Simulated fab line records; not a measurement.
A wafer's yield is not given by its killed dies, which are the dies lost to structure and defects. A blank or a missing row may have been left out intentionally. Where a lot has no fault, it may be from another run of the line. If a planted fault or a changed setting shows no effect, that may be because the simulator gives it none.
Which tool did it? / flow n5Finfet / 33 wafers sampled from 11 lots at 1 step of a route of 1938

== WHAT THE GAUGES SHOWED, per wafer ==
N5_BEOL_M10_CD_MEAS_11 targets a cd of 64.1 nm.
lot=L075; measured=day 10 22:01; on=cdSem-01; cdNm (nm)=63.7 64.2 64.8
lot=L077; measured=day 11 13:43; on=cdSem-03; cdNm (nm)=64.2 63.8 63.4
lot=L082; measured=day 12 13:38; on=cdSem-03; cdNm (nm)=63.8 63.5 64.3
lot=L079; measured=day 12 17:19; on=cdSem-03; cdNm (nm)=64.5 64.7 65.2
lot=L083; measured=day 13 05:31; on=cdSem-03; cdNm (nm)=63.4 62.9 64.0
lot=L085; measured=day 13 13:18; on=cdSem-01; cdNm (nm)=63.7 64.0 63.8
lot=L087; measured=day 14 04:47; on=cdSem-03; cdNm (nm)=64.4 64.6 63.6
lot=L089; measured=day 14 13:46; on=cdSem-03; cdNm (nm)=64.8 64.1 64.2
lot=L091; measured=day 15 02:01; on=cdSem-01; cdNm (nm)=64.0 64.2 64.6
lot=L094; measured=day 15 17:25; on=cdSem-01; cdNm (nm)=63.5 64.2 64.6
lot=L097; measured=day 16 08:29; on=cdSem-02; cdNm (nm)=63.4 63.8 63.4

== WHICH TOOL RAN EACH LOT (tool, then ch and the chambers of the sampled wafers, then the start) ==
Before these readings, the record contains no process step.

== THE ANSWER, worked out from the rows above alone ==
Rule: the usual values come from the lots themselves. Put in order of their means at a reading, lots are off if they are a third of the lots or fewer, leave a main group of 4 or more, and stand apart from it by a gap of 3 or more times the standard deviation of the main group's means; of several such gaps the widest counts. If all means in a main group match to the digits the tables above print for the reading, that group is not used. Also off: a lot with no number at a reading for which 4 or more lots have one. Where the step has rows for the other lots, those lots are counted as sound.
Across all readings shown, no lot is off: no conclusion can be drawn from this.

== WHAT THE SIMULATOR HAD PUT IN ==
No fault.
